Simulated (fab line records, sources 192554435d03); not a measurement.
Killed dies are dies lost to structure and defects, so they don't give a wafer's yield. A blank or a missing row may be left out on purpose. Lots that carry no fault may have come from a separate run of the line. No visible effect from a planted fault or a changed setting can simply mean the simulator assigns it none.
fab line records -- flow n5-finfet
record: lots: 5, wafers: 15, last-day: 20
route steps=1938 shown STI_FIN_REVEAL@188
lots that met no fault: taken from a fault-free run of the same line
start-h: hours from the record's first day to the start of the lot's first wafer shown -- wait-h: hours elapsed since this lot's preceding step -- " the same as in the row above -- L1.1+2: one row covering several wafers at once -- - no value, or no start was given -- * or withheld: withheld -- < > ~ a bound
route shown NAME@n: NAME is a module with steps in the file, n the number in the route of the first one -- usual: average and standard deviation across the fault-free wafers -- same: alike in all rows -- chamber/n: place in a boat -- sites: each site's reading -- _std_site: the standard deviation of these -- _edge_site: outer sites' mean less inner sites' -- radius-mm: for every site, how far away it sits from the centre of the wafer -- mask NAME#n: copy n -- behind: tool/chamber where the wafer was last shaped -- hold: why the lot went on hold/how many hours it stayed there/how the hold came to an end -- device: names the non-switching transistor (n, p or np) -- end of line: at the end of the route, the tests of the same wafers -- a step with no rows: only its recipe -- killed: at the first sort, the dies lost to defects and structure; wafer yield is something else -- map: shows each die of a wafer: x if killed, . if not, _ if none is there
set.NAME: setting as actually run; set.NAME@STEP: the setting as run at that earlier step -- model.NAME: the simulator's own value behind a step, which no gauge read
a table for each step, a row for each wafer; lots at some steps of the route
services: a tool's chamber out of use, with start hour (start-h, from the record's first day; less than 0 if before it), hours out, and reason
== steps ==
step: N5_STI_FIN_REVEAL_THK_MEAS_05
usual: thk-nm: 131.9/0.87
lot.wafer,tool,chamber,start-h,wait-h,thk-nm
L078.2,film-metro-02,-,58.31,-,130.7
L078.3,film-metro-02,-,58.31,-,131.1
L078.5,film-metro-02,-,58.31,-,131.1
L087.2,film-metro-02,-,111.81,-,133.6
L087.3,film-metro-02,-,111.81,-,132.5
L087.5,film-metro-02,-,111.81,-,131.9
L090.1,film-metro-01,-,130.78,-,131.6
L090.4,film-metro-01,-,130.78,-,132.4
L090.5,film-metro-01,-,130.78,-,132.6
L091.2,film-metro-01,-,134.95,-,132.9
L091.4,film-metro-01,-,134.95,-,132.5
L091.5,film-metro-01,-,134.95,-,132.1
L096.1,film-metro-02,-,167.55,-,131.6
L096.4,film-metro-02,-,167.55,-,133.4
L096.5,film-metro-02,-,167.55,-,130.9
step: N5_STI_FIN_REVEAL_DENSIFY_30
recipe: temp-c: *, time-s: *, ambient: N2, idle-temp-c: 600, ramp-up-c-per-s: 150, ramp-down-c-per-s: 60, cool-to-c: 600
usual: lamp-power-pct: 11.54/0.053, lamp_zone_2_pct: 11.526/0.021, wafer_temp_C_max: *
same: time-s: *
lot.wafer,tool,chamber,start-h,wait-h,lamp-power-pct,lamp_zone_2_pct,wafer_temp_C_max
L078.2,rtp-anneal-02,0,58.37,0.1,11.54,11.518,*
L078.3,rtp-anneal-02,0,58.37,0.1,11.52,11.510,*
L078.5,rtp-anneal-02,0,58.37,0.1,11.60,11.533,*
L087.2,rtp-anneal-01,0,111.87,0.1,11.56,11.491,*
L087.3,rtp-anneal-01,0,111.87,0.1,11.54,11.544,*
L087.5,rtp-anneal-01,0,111.87,0.1,11.59,11.540,*
L090.1,rtp-anneal-02,0,130.81,0.0,11.56,11.534,*
L090.4,rtp-anneal-02,0,130.81,0.0,11.55,11.506,*
L090.5,rtp-anneal-02,0,130.81,0.0,11.44,11.523,*
L091.2,rtp-anneal-01,0,135.03,0.1,11.47,11.561,*
L091.4,rtp-anneal-01,0,135.03,0.1,11.53,11.537,*
L091.5,rtp-anneal-01,0,135.03,0.1,11.50,11.510,*
L096.1,rtp-anneal-02,0,167.62,0.1,11.51,11.490,*
L096.4,rtp-anneal-02,0,167.62,0.1,11.72,11.511,*
L096.5,rtp-anneal-02,0,167.62,0.1,11.57,11.560,*
step: N5_STI_FIN_REVEAL_ETCHBACK_08
recipe: chemistry: C4F6/O2, target: SiO2, target-depth-a: 305, time-s: 10.167, ion-energy-ev: 250, pressure-mtorr: 30, source-w: 345, bias-w: 185, Ar_flow_sccm: 300, C4F6_flow_sccm: 10, O2_flow_sccm: 10
usual: drypump-motor-current-A: 5.8/0.49, oes_ar_750_au: 0.77/0.071, oes_o_777_au: 0.77/0.072, oes-product-au: 0.77/0.075, rf-vpp-V: 667/7.1, showerhead-plenum-p-Torr: 2.88/0.067, throttle-valve-pct: 21.28/0.15
same: time-s: 10.167
lot.wafer,tool,chamber,start-h,wait-h,drypump-motor-current-A,oes_ar_750_au,oes_o_777_au,oes-product-au,rf-hours-counter-h,rf-vpp-V,showerhead-plenum-p-Torr,throttle-valve-pct
L078.2,rie-diel-01,1,58.55,0.2,5.6,0.80,0.81,0.81,125,664,2.86,21.28
L078.3,rie-diel-01,2,58.55,0.2,5.0,0.71,0.71,0.73,200,683,2.94,21.10
L078.5,rie-diel-01,1,58.55,0.2,5.7,0.79,0.81,0.81,-,661,2.86,21.31
L087.2,rie-diel-04,1,112.05,0.2,6.2,0.70,0.69,0.69,232,669,2.81,21.31
L087.3,rie-diel-04,2,112.05,0.2,5.6,0.73,0.72,0.73,156,662,2.86,21.47
L087.5,rie-diel-04,1,112.05,0.2,6.2,0.69,0.68,0.68,-,668,2.81,21.33
L090.1,rie-diel-05,2,131.02,0.2,6.1,0.74,0.75,0.74,187,666,2.94,21.44
L090.4,rie-diel-05,3,131.02,0.2,6.0,0.84,0.84,0.83,77,662,2.77,21.36
L090.5,rie-diel-05,3,131.02,0.2,6.0,0.83,0.83,0.83,-,662,2.77,21.36
L091.2,rie-diel-01,3,135.26,0.2,5.2,0.79,0.80,0.78,109,656,2.86,21.43
L091.4,rie-diel-01,1,135.26,0.2,5.6,0.77,0.78,0.78,152,664,2.85,21.32
L091.5,rie-diel-01,1,135.26,0.2,5.6,0.78,0.78,0.77,-,661,2.85,21.33
L096.1,rie-diel-05,3,167.83,0.2,6.0,0.82,0.83,0.82,86,661,2.77,21.38
L096.4,rie-diel-05,0,167.83,0.2,5.7,0.82,0.82,0.82,68,674,3.00,21.26
L096.5,rie-diel-05,2,167.83,0.2,6.0,0.74,0.75,0.73,-,667,2.94,21.44
step: N5_STI_FIN_REVEAL_STRIP_24
recipe: chemistry: N2/H2, time-s: 90, power-w: 100, temp-c: 40, pressure-mtorr: 100, rf-frequency-hz: 6e+07, bias-power-w: 3, n2-flow-sccm: 300, h2-flow-sccm: 300
usual: drypump-motor-current-A: 5.9/0.49, oes-product-au: 0.77/0.074, rf-vpp-V: 45.4/0.85, showerhead-plenum-p-Torr: 3.41/0.083, throttle-valve-pct: 12.31/0.17
same: time-s: 90
lot.wafer,tool,chamber,start-h,wait-h,drypump-motor-current-A,oes-product-au,rf-hours-counter-h,rf-vpp-V,showerhead-plenum-p-Torr,throttle-valve-pct
L078.2,rie-diel-01,1,58.59,0.0,5.6,0.80,125,45.6,3.39,12.36
L078.3,rie-diel-01,2,58.59,0.0,5.0,0.72,200,46.1,3.47,12.17
L078.5,rie-diel-01,1,58.59,0.0,5.7,0.80,-,44.7,3.39,12.33
L087.2,rie-diel-04,1,112.08,0.0,6.2,0.70,232,44.8,3.33,12.42
L087.3,rie-diel-04,2,112.08,0.0,5.6,0.73,156,46.1,3.37,12.48
L087.5,rie-diel-04,1,112.08,0.0,6.2,0.69,-,43.7,3.33,12.42
L090.1,rie-diel-05,2,131.05,0.0,6.1,0.74,187,46.4,3.49,12.49
L090.4,rie-diel-05,3,131.05,0.0,6.0,0.83,77,45.6,3.27,12.24
L090.5,rie-diel-05,3,131.05,0.0,6.0,0.84,-,45.7,3.27,12.24
L091.2,rie-diel-01,3,135.29,0.0,5.2,0.78,109,43.6,3.41,12.38
L091.4,rie-diel-01,1,135.29,0.0,5.7,0.78,152,44.1,3.38,12.42
L091.5,rie-diel-01,1,135.29,0.0,5.7,0.77,-,45.3,3.38,12.42
L096.1,rie-diel-05,3,167.87,0.0,5.9,0.82,86,43.8,3.27,12.26
L096.4,rie-diel-05,0,167.87,0.0,5.7,0.84,68,44.7,3.57,12.26
L096.5,rie-diel-05,2,167.87,0.0,6.1,0.73,-,46.2,3.49,12.53
step: N5_STI_FIN_REVEAL_PRECLEAN_25
recipe: chemistry: SPM, time-s: 90, temp-c: 120, mix: 4:1
same: time-s: 90
lot.wafer,tool,chamber,start-h,wait-h
L078.2+3+5,wet-bench-03,"3,1,6",58.71,0.1
L087.2+3+5,wet-bench-04,"4,6,5",112.21,0.1
L090.1+4+5,wet-bench-05,"6,2,3",131.18,0.1
L091.2+4+5,wet-bench-03,"2,7,0",135.42,0.1
L096.1+4+5,wet-bench-05,"1,2,6",167.99,0.1
step: N5_STI_FIN_REVEAL_PRECLEAN_26
recipe: chemistry: SC1, time-s: 45, temp-c: 46, mix: 1:2:100
same: time-s: 45
lot.wafer,tool,chamber,start-h,wait-h
L078.2+3+5,wet-bench-03,"3,1,6",58.74,0.0
L087.2+3+5,wet-bench-04,"4,6,5",112.23,0.0
L090.1+4+5,wet-bench-05,"6,2,3",131.20,0.0
L091.2+4+5,wet-bench-03,"2,7,0",135.44,0.0
L096.1+4+5,wet-bench-05,"1,2,6",168.02,0.0
step: N5_STI_FIN_REVEAL_PRECLEAN_29
recipe: chemistry: DHF, time-s: 30, temp-c: 25, dilution: 300:1
same: time-s: 30
lot.wafer,tool,chamber,start-h,wait-h
L078.2+3+5,wet-bench-03,"3,1,6",58.75,0.0
L087.2+3+5,wet-bench-04,"4,6,5",112.25,0.0
L090.1+4+5,wet-bench-05,"6,2,3",131.22,0.0
L091.2+4+5,wet-bench-03,"2,7,0",135.46,0.0
L096.1+4+5,wet-bench-05,"1,2,6",168.03,0.0
step: N5_STI_FIN_REVEAL_SRD_12
recipe: time-s: 30, temp-c: 23, rinse-liquid: diw, dry: ipa-marangoni
same: time-s: 30
lot.wafer,tool,chamber,start-h,wait-h
L078.2+3+5,wet-bench-03,"3,1,6",58.76,0.0
L087.2+3+5,wet-bench-04,"4,6,5",112.25,0.0
L090.1+4+5,wet-bench-05,"6,2,3",131.23,0.0
L091.2+4+5,wet-bench-03,"2,7,0",135.46,0.0
L096.1+4+5,wet-bench-05,"1,2,6",168.04,0.0
step: N5_STI_FIN_REVEAL_RECESS_09
recipe: chemistry: HF/NH3, target: SiO2, afs-cycles: 11, target-depth-a: 425, temp-c: 30, sublimation-temp-c: 180, sublimation-time-s: 60
usual: drypump-motor-current-A: 5.6/0.61, sublimation-temp-c: 180.03/0.14
lot.wafer,tool,chamber,start-h,wait-h,drypump-motor-current-A,sublimation-temp-c
L078.2,vapor-etch-01,0,58.81,0.0,6.5,179.87
L078.3,vapor-etch-01,0,58.81,0.0,6.5,180.06
L078.5,vapor-etch-01,1,58.81,0.0,5.3,180.24
L087.2,vapor-etch-02,0,112.63,0.4,4.9,180.39
L087.3,vapor-etch-02,0,112.63,0.4,4.9,180.12
L087.5,vapor-etch-02,0,112.63,0.4,4.9,180.24
L090.1,vapor-etch-02,0,131.27,0.0,4.9,179.87
L090.4,vapor-etch-02,0,131.27,0.0,4.9,179.94
L090.5,vapor-etch-02,1,131.27,0.0,5.4,179.93
L091.2,vapor-etch-01,0,135.54,0.1,6.5,179.97
L091.4,vapor-etch-01,0,135.54,0.1,6.5,180.21
L091.5,vapor-etch-01,1,135.54,0.1,5.3,180.18
L096.1,vapor-etch-01,0,168.08,0.0,6.5,179.74
L096.4,vapor-etch-01,1,168.08,0.0,5.3,180.08
L096.5,vapor-etch-01,1,168.08,0.0,5.3,179.90
step: N5_STI_FIN_REVEAL_STRIP_16
recipe: chemistry: H3PO4, material: SiNx, temp-c: 165, target-depth-a: 238, overetch-fraction: 0.4964, dry: ipa-marangoni
lot.wafer,tool,chamber,start-h,wait-h
L078.2+3+5,wet-bench-05,"1,6,0",60.42,1.1
L087.2+3+5,wet-bench-05,"1,2,7",114.25,1.1
L090.1+4+5,wet-bench-04,"6,7,1",132.89,1.1
L091.2+4+5,wet-bench-03,"5,6,7",137.16,1.1
L096.1+4+5,wet-bench-03,"5,1,7",169.70,1.1
step: N5_STI_FIN_REVEAL_PRECLEAN_17
recipe: chemistry: NF3:NH3, afs-cycles: 1, temp-c: 30, time-s: 20, sublimation-temp-c: 180, sublimation-time-s: 60, pressure-torr: 3, rf-power-w: 30
usual: pressure-torr: 3.000/0.0052, rf-power-w: 30.00/0.083, sublimation-temp-c: 180.05/0.16
same: time-s: 20
lot.wafer,tool,chamber,start-h,wait-h,pressure-torr,rf-power-w,sublimation-temp-c
L078.2,remote-plasma-01,1,60.72,0.1,2.995,30.03,180.01
L078.3,remote-plasma-01,1,60.72,0.1,3.005,30.07,180.20
L078.5,remote-plasma-01,1,60.72,0.1,3.004,30.07,179.89
L087.2,remote-plasma-01,0,114.57,0.1,3.001,29.97,179.89
L087.3,remote-plasma-01,0,114.57,0.1,3.000,29.97,180.03
L087.5,remote-plasma-01,0,114.57,0.1,2.994,29.99,180.10
L090.1,remote-plasma-02,0,133.16,0.0,3.001,30.10,180.18
L090.4,remote-plasma-02,0,133.16,0.0,3.010,29.93,180.23
L090.5,remote-plasma-02,0,133.16,0.0,2.995,30.01,180.12
L091.2,remote-plasma-02,0,137.46,0.1,2.996,29.93,180.16
L091.4,remote-plasma-02,0,137.46,0.1,2.995,30.00,179.93
L091.5,remote-plasma-02,0,137.46,0.1,2.998,29.95,179.99
L096.1,remote-plasma-01,0,169.97,0.0,2.999,30.20,180.10
L096.4,remote-plasma-01,0,169.97,0.0,2.988,30.02,179.96
L096.5,remote-plasma-01,0,169.97,0.0,2.994,30.11,179.84
step: N5_STI_FIN_REVEAL_ETCH_34
recipe: chemistry: H2, mode: isotropic, material: Si, target: Si, target-depth-a: 9.7, temp-c: 20, pressure-mtorr: 4.5, icp-w: 300, bias-w: 0, h2-flow-sccm: 7.5, he-flow-sccm: 142.5
usual: drypump-motor-current-A: 6.0/0.35, he-flow-sccm: 142.4/0.43, oes-product-au: 1.010/0.013, throttle-valve-pct: 25.7/0.34
lot.wafer,tool,chamber,start-h,wait-h,drypump-motor-current-A,he-flow-sccm,oes-product-au,rf-hours-counter-h,throttle-valve-pct
L078.2,rie-si-04,2,60.90,0.1,6.1,142.9,1.021,109,26.2
L078.3,rie-si-04,1,60.90,0.1,6.3,142.5,1.017,95,25.8
L078.5,rie-si-04,2,60.90,0.1,6.1,142.9,1.014,-,26.2
L087.2,rie-si-04,3,114.74,0.1,5.9,142.9,0.996,24,25.8
L087.3,rie-si-04,1,114.74,0.1,6.3,142.6,1.012,96,25.8
L087.5,rie-si-04,3,114.74,0.1,5.9,142.6,0.992,-,25.8
L090.1,rie-si-04,2,133.36,0.2,6.1,142.2,1.026,110,26.2
L090.4,rie-si-04,3,133.36,0.2,5.9,142.0,0.998,24,25.8
L090.5,rie-si-04,3,133.36,0.2,5.9,141.8,0.994,-,25.8
L091.2,rie-si-05,2,137.63,0.1,6.5,142.4,1.023,12,26.2
L091.4,rie-si-05,1,137.63,0.1,5.6,143.6,1.031,61,25.2
L091.5,rie-si-05,0,137.63,0.1,6.6,143.4,1.016,-,25.6
L096.1,rie-si-05,2,170.17,0.2,6.5,142.0,1.010,13,26.2
L096.4,rie-si-05,0,170.17,0.2,6.6,142.0,1.019,73,25.6
L096.5,rie-si-05,3,170.17,0.2,5.6,141.4,1.011,-,25.1
step: N5_STI_FIN_REVEAL_OXIDATION_31
recipe: chemistry: O2_PLASMA_REMOTE, temp-c: 150, time-s: 20, pressure-mtorr: 1000, source-power-w: 2000, o2-flow-sccm: 3000
usual: drypump-motor-current-A: 5.74/0.098, heater-power-w: 149/9
same: time-s: 20
lot.wafer,tool,chamber,start-h,wait-h,drypump-motor-current-A,heater-power-w,rf-hours-counter-h
L078.2,plasma-asher-01,1,60.96,0.0,5.72,150,33
L078.3,plasma-asher-01,1,60.96,0.0,5.75,148,-
L078.5,plasma-asher-01,1,60.96,0.0,5.76,148,-
L087.2,plasma-asher-01,1,114.80,0.0,5.76,154,44
L087.3,plasma-asher-01,1,114.80,0.0,5.73,146,-
L087.5,plasma-asher-01,1,114.80,0.0,5.75,148,-
L090.1,plasma-asher-01,0,133.42,0.0,5.64,159,46
L090.4,plasma-asher-01,1,133.42,0.0,5.72,149,-
L090.5,plasma-asher-01,0,133.42,0.0,5.66,152,-
L091.2,plasma-asher-01,0,137.69,0.0,5.66,161,46
L091.4,plasma-asher-01,0,137.69,0.0,5.63,153,-
L091.5,plasma-asher-01,1,137.69,0.0,5.72,148,-
L096.1,plasma-asher-01,0,170.23,0.0,5.67,154,57
L096.4,plasma-asher-01,1,170.23,0.0,5.73,142,-
L096.5,plasma-asher-01,1,170.23,0.0,5.73,152,-
step: N5_STI_FIN_REVEAL_PRECLEAN_32
recipe: chemistry: NF3:NH3, afs-cycles: 1, temp-c: 30, time-s: 20, sublimation-temp-c: 180, sublimation-time-s: 60, pressure-torr: 3, rf-power-w: 30
usual: pressure-torr: 2.998/0.0066, rf-power-w: 30.00/0.088, sublimation-temp-c: 180.00/0.15
same: time-s: 20
lot.wafer,tool,chamber,start-h,wait-h,pressure-torr,rf-power-w,sublimation-temp-c
L078.2,remote-plasma-01,1,61.07,0.1,2.996,30.01,180.01
L078.3,remote-plasma-01,1,61.07,0.1,3.002,30.00,179.99
L078.5,remote-plasma-01,1,61.07,0.1,3.001,29.95,179.92
L087.2,remote-plasma-02,0,114.92,0.1,2.994,30.00,180.05
L087.3,remote-plasma-02,0,114.92,0.1,3.002,29.92,179.79
L087.5,remote-plasma-02,0,114.92,0.1,2.999,29.86,179.82
L090.1,remote-plasma-01,1,133.50,0.1,2.987,30.10,179.99
L090.4,remote-plasma-01,1,133.50,0.1,2.993,30.15,180.05
L090.5,remote-plasma-01,1,133.50,0.1,2.993,30.08,180.03
L091.2,remote-plasma-01,0,137.81,0.1,3.001,29.98,179.83
L091.4,remote-plasma-01,0,137.81,0.1,2.997,30.03,180.06
L091.5,remote-plasma-01,0,137.81,0.1,3.001,30.03,179.74
L096.1,remote-plasma-02,1,170.32,0.1,2.995,30.14,180.13
L096.4,remote-plasma-02,1,170.32,0.1,2.994,30.11,180.37
L096.5,remote-plasma-02,1,170.32,0.1,2.991,30.12,179.96
step: N5_STI_FIN_REVEAL_STRIP_35
recipe: chemistry: H3PO4, material: Si3N4, temp-c: 165, target-depth-a: 40, time-s: 39
same: time-s: 39
lot.wafer,tool,chamber,start-h,wait-h
L078.2+3+5,wet-bench-03,"6,3,4",61.25,0.2
L087.2+3+5,wet-bench-03,"7,4,5",115.10,0.2
L090.1+4+5,wet-bench-05,"1,2,0",133.72,0.2
L091.2+4+5,wet-bench-03,"1,7,4",138.00,0.2
L096.1+4+5,wet-bench-05,"2,5,1",170.53,0.2
step: N5_STI_FIN_REVEAL_SRD_21
recipe: dry: ipa-marangoni, time-s: 30, temp-c: 23, rinse-liquid: diw
same: time-s: 30
lot.wafer,tool,chamber,start-h,wait-h
L078.2+3+5,wet-bench-03,"6,3,4",61.26,0.0
L087.2+3+5,wet-bench-03,"7,4,5",115.11,0.0
L090.1+4+5,wet-bench-05,"1,2,0",133.73,0.0
L091.2+4+5,wet-bench-03,"1,7,4",138.01,0.0
L096.1+4+5,wet-bench-05,"2,5,1",170.54,0.0
step: N5_STI_FIN_REVEAL_OXIDATION_33
recipe: chemistry: O2_PLASMA_REMOTE, temp-c: 150, time-s: 20, pressure-mtorr: 1000, source-power-w: 2000, o2-flow-sccm: 3000
usual: drypump-motor-current-A: 5.76/0.11, heater-power-w: 147/9.9
same: time-s: 20
lot.wafer,tool,chamber,start-h,wait-h,drypump-motor-current-A,heater-power-w,rf-hours-counter-h
L078.2,plasma-asher-02,0,61.31,0.0,5.94,147,86
L078.3,plasma-asher-02,0,61.31,0.0,5.93,151,-
L078.5,plasma-asher-02,1,61.31,0.0,5.72,130,-
L087.2,plasma-asher-02,1,115.25,0.1,5.70,132,97
L087.3,plasma-asher-02,1,115.25,0.1,5.70,130,-
L087.5,plasma-asher-02,1,115.25,0.1,5.72,136,-
L090.1,plasma-asher-02,1,133.78,0.0,5.72,130,103
L090.4,plasma-asher-02,0,133.78,0.0,5.97,149,-
L090.5,plasma-asher-02,0,133.78,0.0,6.00,150,-
L091.2,plasma-asher-01,0,138.06,0.0,5.65,155,46
L091.4,plasma-asher-01,0,138.06,0.0,5.65,156,-
L091.5,plasma-asher-01,0,138.06,0.0,5.66,157,-
L096.1,plasma-asher-01,0,170.59,0.0,5.66,156,57
L096.4,plasma-asher-01,1,170.59,0.0,5.73,147,-
L096.5,plasma-asher-01,0,170.59,0.0,5.63,157,-
step: N5_STI_FIN_REVEAL_CLEAN_19
recipe: chemistry: O3/DIW, temp-c: 25, time-s: 120, o3-ppm: 10
same: time-s: 120
lot.wafer,tool,chamber,start-h,wait-h
L078.2+3+5,wet-bench-05,"4,7,6",61.40,0.1
L087.2+3+5,wet-bench-03,"3,5,7",115.34,0.1
L090.1+4+5,wet-bench-03,"7,3,6",133.87,0.1
L091.2+4+5,wet-bench-05,"4,2,5",138.14,0.1
L096.1+4+5,wet-bench-04,"2,5,6",170.67,0.1
step: N5_STI_FIN_REVEAL_SRD_23
recipe: dry: ipa-marangoni, time-s: 30, temp-c: 23, rinse-liquid: diw
same: time-s: 30
lot.wafer,tool,chamber,start-h,wait-h
L078.2+3+5,wet-bench-05,"4,7,6",61.43,0.0
L087.2+3+5,wet-bench-03,"3,5,7",115.37,0.0
L090.1+4+5,wet-bench-03,"7,3,6",133.90,0.0
L091.2+4+5,wet-bench-05,"4,2,5",138.18,0.0
L096.1+4+5,wet-bench-04,"2,5,6",170.71,0.0
step: N5_STI_FIN_REVEAL_CD_MEAS_22
recipe: target-cd-nm: 6.238, pitch-nm: 28, polarity: line
usual: cd-nm: 6.26/0.23
lot.wafer,tool,chamber,start-h,wait-h,cd-nm
L078.2,cd-sem-03,-,61.48,0.0,6.21
L078.3,cd-sem-03,-,61.48,0.0,6.77
L078.5,cd-sem-03,-,61.48,0.0,6.08
L087.2,cd-sem-03,-,115.42,0.0,6.01
L087.3,cd-sem-03,-,115.42,0.0,6.40
L087.5,cd-sem-03,-,115.42,0.0,6.40
L090.1,cd-sem-03,-,133.95,0.0,6.38
L090.4,cd-sem-03,-,133.95,0.0,6.12
L090.5,cd-sem-03,-,133.95,0.0,6.43
L091.2,cd-sem-01,-,138.22,0.0,6.32
L091.4,cd-sem-01,-,138.22,0.0,6.35
L091.5,cd-sem-01,-,138.22,0.0,6.19
L096.1,cd-sem-02,-,170.75,0.0,6.71
L096.4,cd-sem-02,-,170.75,0.0,6.18
L096.5,cd-sem-02,-,170.75,0.0,6.34
step: N5_STI_FIN_REVEAL_FIN_H_MEAS_10
usual: trench-depth-nm: 52.0/0.55
lot.wafer,tool,chamber,start-h,wait-h,trench-depth-nm
L078.2,ocd-01,-,61.51,0.0,52.0
L078.3,ocd-01,-,61.51,0.0,51.8
L078.5,ocd-01,-,61.51,0.0,51.9
L087.2,ocd-01,-,115.45,0.0,51.6
L087.3,ocd-01,-,115.45,0.0,51.8
L087.5,ocd-01,-,115.45,0.0,52.5
L090.1,ocd-01,-,133.98,0.0,51.3
L090.4,ocd-01,-,133.98,0.0,51.9
L090.5,ocd-01,-,133.98,0.0,52.6
L091.2,ocd-01,-,138.25,0.0,52.2
L091.4,ocd-01,-,138.25,0.0,51.9
L091.5,ocd-01,-,138.25,0.0,51.9
L096.1,ocd-01,-,170.78,0.0,52.3
L096.4,ocd-01,-,170.78,0.0,51.1
L096.5,ocd-01,-,170.78,0.0,52.0
step: N5_STI_FIN_REVEAL_PRECLEAN_18
recipe: chemistry: SC2, time-s: 45, temp-c: 35, mix: 1:1:50
same: time-s: 45
lot.wafer,tool,chamber,start-h,wait-h
L078.2+3+5,wet-bench-03,"2,1,5",61.54,0.0
L087.2+3+5,wet-bench-04,"5,3,7",115.48,0.0
L090.1+4+5,wet-bench-04,"1,0,7",134.01,0.0
L091.2+4+5,wet-bench-03,"5,4,7",138.28,0.0
L096.1+4+5,wet-bench-04,"6,7,0",170.81,0.0
step: N5_STI_FIN_REVEAL_SRD_28
recipe: dry: ipa-marangoni, time-s: 30, temp-c: 23, rinse-liquid: diw
same: time-s: 30
lot.wafer,tool,chamber,start-h,wait-h
L078.2+3+5,wet-bench-03,"2,1,5",61.56,0.0
L087.2+3+5,wet-bench-04,"5,3,7",115.49,0.0
L090.1+4+5,wet-bench-04,"1,0,7",134.03,0.0
L091.2+4+5,wet-bench-03,"5,4,7",138.30,0.0
L096.1+4+5,wet-bench-04,"6,7,0",170.83,0.0
== services ==
tool,chamber,start-h,hours,kind
rie-diel-01,-,34.66,15.6,pm
vapor-etch-02,-,49.94,14.6,pm
rie-diel-04,1,61.26,8.9,repair
rie-diel-04,3,101.78,-,clean
rie-diel-04,3,101.78,-,consumable-replace:focus-ring
rie-diel-04,3,101.78,28.4,scheduled-down
rie-diel-04,3,101.78,28.4,vent-cycle
vapor-etch-01,-,111.37,14.6,pm
plasma-asher-01,-,117.89,8.2,repair
rie-diel-04,-,119.54,2.3,repair
rie-diel-05,-,132.88,14.6,pm
plasma-asher-02,-,146.07,28.1,pm
rie-diel-04,0,160.67,-,clean
rie-diel-04,0,160.67,-,consumable-replace:focus-ring
rie-diel-04,0,160.67,25.2,scheduled-down
rie-diel-04,0,160.67,25.2,vent-cycle
remote-plasma-02,-,163.27,0.6,repair
== key ==
fault none
